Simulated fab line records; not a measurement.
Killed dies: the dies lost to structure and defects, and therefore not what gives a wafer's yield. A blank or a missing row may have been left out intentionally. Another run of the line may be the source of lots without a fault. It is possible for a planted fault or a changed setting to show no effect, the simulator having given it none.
Split-lot experiment :: flow n5_finfet :: 21 wafers read from 7 lots, route of 1938 steps

## THE SPLIT ITSELF
At N5_BEOL_M7_HM_DEP_02 (deposits TiN, target thk 20 nm), the setting target_thk_a was moved away from the recipe's 200 angstrom on 8 of the 21 wafers read, by -6.8% to +9.0%. The other wafers ran this setting at the recipe's value.

## FROM THE SPLIT TO THE READING: what the file shows between them, 4 steps
- N5_BEOL_M7_COAT_59: time 60 s, resist thk 100 nm
- N5_BEOL_M7_COAT_60: time 60 s, resist thk 35 nm
- N5_BEOL_M7_STRIP_68: strips in N2/H2
- N5_BEOL_M7_STRIP_67: strips in CF4

## THE READING
etch.depth_nm (the simulator's own value, which no gauge read), in nm, at N5_BEOL_M7_HM_OPEN_17 (chemistry Cl2/BCl3, target TiN, target depth 20 nm, overetch 6 nm). The file gives no usual value for it. Here, 13 wafers ran the recipe; their average is 19.91 nm with a standard deviation of 0.2 nm.

wafer: L077.3
tool, chamber at the split: pvd_sputter-02, -
target_thk_a as run, angstrom: 186.5
against the recipe: -6.8%
etch.depth_nm, nm: 18.55
against lot-mates on the recipe: -1.24

wafer: L077.4
tool, chamber at the split: pvd_sputter-02, -
target_thk_a as run, angstrom: 186.5
against the recipe: -6.8%
etch.depth_nm, nm: 18.81
against lot-mates on the recipe: -0.98

wafer: L077.5
tool, chamber at the split: pvd_sputter-02, -
target_thk_a as run, angstrom: 200
against the recipe: recipe
etch.depth_nm, nm: 19.79
against lot-mates on the recipe: -

wafer: L078.2
tool, chamber at the split: pvd_sputter-02, -
target_thk_a as run, angstrom: 200
against the recipe: recipe
etch.depth_nm, nm: 19.79
against lot-mates on the recipe: -

wafer: L078.5
tool, chamber at the split: pvd_sputter-02, -
target_thk_a as run, angstrom: 217.9
against the recipe: +9.0%
etch.depth_nm, nm: 21.94
against lot-mates on the recipe: +2.03

wafer: L078.6
tool, chamber at the split: pvd_sputter-02, -
target_thk_a as run, angstrom: 200
against the recipe: recipe
etch.depth_nm, nm: 20.03
against lot-mates on the recipe: -

wafer: L082.1
tool, chamber at the split: pvd_sputter-02, -
target_thk_a as run, angstrom: 212.7
against the recipe: +6.3%
etch.depth_nm, nm: 21.45
against lot-mates on the recipe: +1.04

wafer: L082.2
tool, chamber at the split: pvd_sputter-02, -
target_thk_a as run, angstrom: 200
against the recipe: recipe
etch.depth_nm, nm: 20.41
against lot-mates on the recipe: -

wafer: L082.5
tool, chamber at the split: pvd_sputter-02, -
target_thk_a as run, angstrom: 212.7
against the recipe: +6.3%
etch.depth_nm, nm: 21.42
against lot-mates on the recipe: +1.01

wafer: L090.1
tool, chamber at the split: pvd_sputter-02, -
target_thk_a as run, angstrom: 200
against the recipe: recipe
etch.depth_nm, nm: 20.01
against lot-mates on the recipe: -

wafer: L090.3
tool, chamber at the split: pvd_sputter-02, -
target_thk_a as run, angstrom: 187.2
against the recipe: -6.4%
etch.depth_nm, nm: 18.6
against lot-mates on the recipe: -1.43

wafer: L090.6
tool, chamber at the split: pvd_sputter-02, -
target_thk_a as run, angstrom: 200
against the recipe: recipe
etch.depth_nm, nm: 20.05
against lot-mates on the recipe: -

wafer: L091.1
tool, chamber at the split: pvd_sputter-01, -
target_thk_a as run, angstrom: 200
against the recipe: recipe
etch.depth_nm, nm: 20.02
against lot-mates on the recipe: -

wafer: L091.3
tool, chamber at the split: pvd_sputter-01, -
target_thk_a as run, angstrom: 200
against the recipe: recipe
etch.depth_nm, nm: 19.76
against lot-mates on the recipe: -

wafer: L091.4
tool, chamber at the split: pvd_sputter-01, -
target_thk_a as run, angstrom: 200
against the recipe: recipe
etch.depth_nm, nm: 19.84
against lot-mates on the recipe: -

wafer: L095.1
tool, chamber at the split: pvd_sputter-01, -
target_thk_a as run, angstrom: 193.1
against the recipe: -3.4%
etch.depth_nm, nm: 18.99
against lot-mates on the recipe: -0.59

wafer: L095.3
tool, chamber at the split: pvd_sputter-01, -
target_thk_a as run, angstrom: 193.1
against the recipe: -3.4%
etch.depth_nm, nm: 19.18
against lot-mates on the recipe: -0.40

wafer: L095.5
tool, chamber at the split: pvd_sputter-01, -
target_thk_a as run, angstrom: 200
against the recipe: recipe
etch.depth_nm, nm: 19.58
against lot-mates on the recipe: -

wafer: L097.1
tool, chamber at the split: pvd_sputter-03, -
target_thk_a as run, angstrom: 200
against the recipe: recipe
etch.depth_nm, nm: 19.71
against lot-mates on the recipe: -

wafer: L097.2
tool, chamber at the split: pvd_sputter-03, -
target_thk_a as run, angstrom: 200
against the recipe: recipe
etch.depth_nm, nm: 19.98
against lot-mates on the recipe: -

wafer: L097.4
tool, chamber at the split: pvd_sputter-03, -
target_thk_a as run, angstrom: 200
against the recipe: recipe
etch.depth_nm, nm: 19.81
against lot-mates on the recipe: -

THE FIT
A straight line over all 21 wafers: etch.depth_nm changes by +0.216 nm for each +1% of target_thk_a; r = +0.98; the points scatter about the line by 0.2 nm.
The same after taking each lot's own level away (the mean of its wafers on the recipe; 21 wafers): +0.186 nm for each +1%; r = +0.98; scatter 0.16 nm.
That fit puts the effect of the largest move of target_thk_a on the reading at 1.7 nm.
The span of the lots' own levels, 19.580 to 20.410 nm, comes to 4.1 times the standard deviation stated above.
So the slope is not independent of the lot-to-lot level: the two fits are not the same.
Check: with one of the wafers moved furthest among these (+9.0%) left out of the fit, the line predicts +1.52 nm for it against its lot-mates. It came out at +2.03 nm against them.

## FURTHER SPLITS ON THESE WAFERS
Note: prior to the reading, these wafers also went through further splits. Each is held against what the fit with the lots' levels taken away leaves over:
other split on the same wafers: N5_BEOL_M6_EXPOSE_25 dose_mj
wafers away from the commonest value: 4
r with etch.depth_nm (lot level and that fit taken away): +0.13

other split on the same wafers: N5_BEOL_M7_PECVD_70 temp_c
wafers away from the commonest value: 10
r with etch.depth_nm (lot level and that fit taken away): +0.17

## THE WHOLE CHAIN: every reading that the file lists as answering this split, in the file's order
step: N5_BEOL_M7_HM_DEP_02
what it does: deposits TiN, target thk 20 nm
reading: TiN_of_BEOL_M7_HM_DEP_02.thk_nm (the simulator's own value, which no gauge read)
change (the file's fit): +0.198 nm for each +1% of the setting
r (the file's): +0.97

step: N5_BEOL_M7_HM_OPEN_17
what it does: chemistry Cl2/BCl3, target TiN, target depth 20 nm, overetch 6 nm
reading: etch.depth_nm (the simulator's own value, which no gauge read)
change (the file's fit): +0.197 nm for each +1% of the setting
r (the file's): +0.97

## THE FILE'S OWN FIT
etch.depth_nm changes by +0.197 nm for each +1% of target_thk_a, r = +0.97.
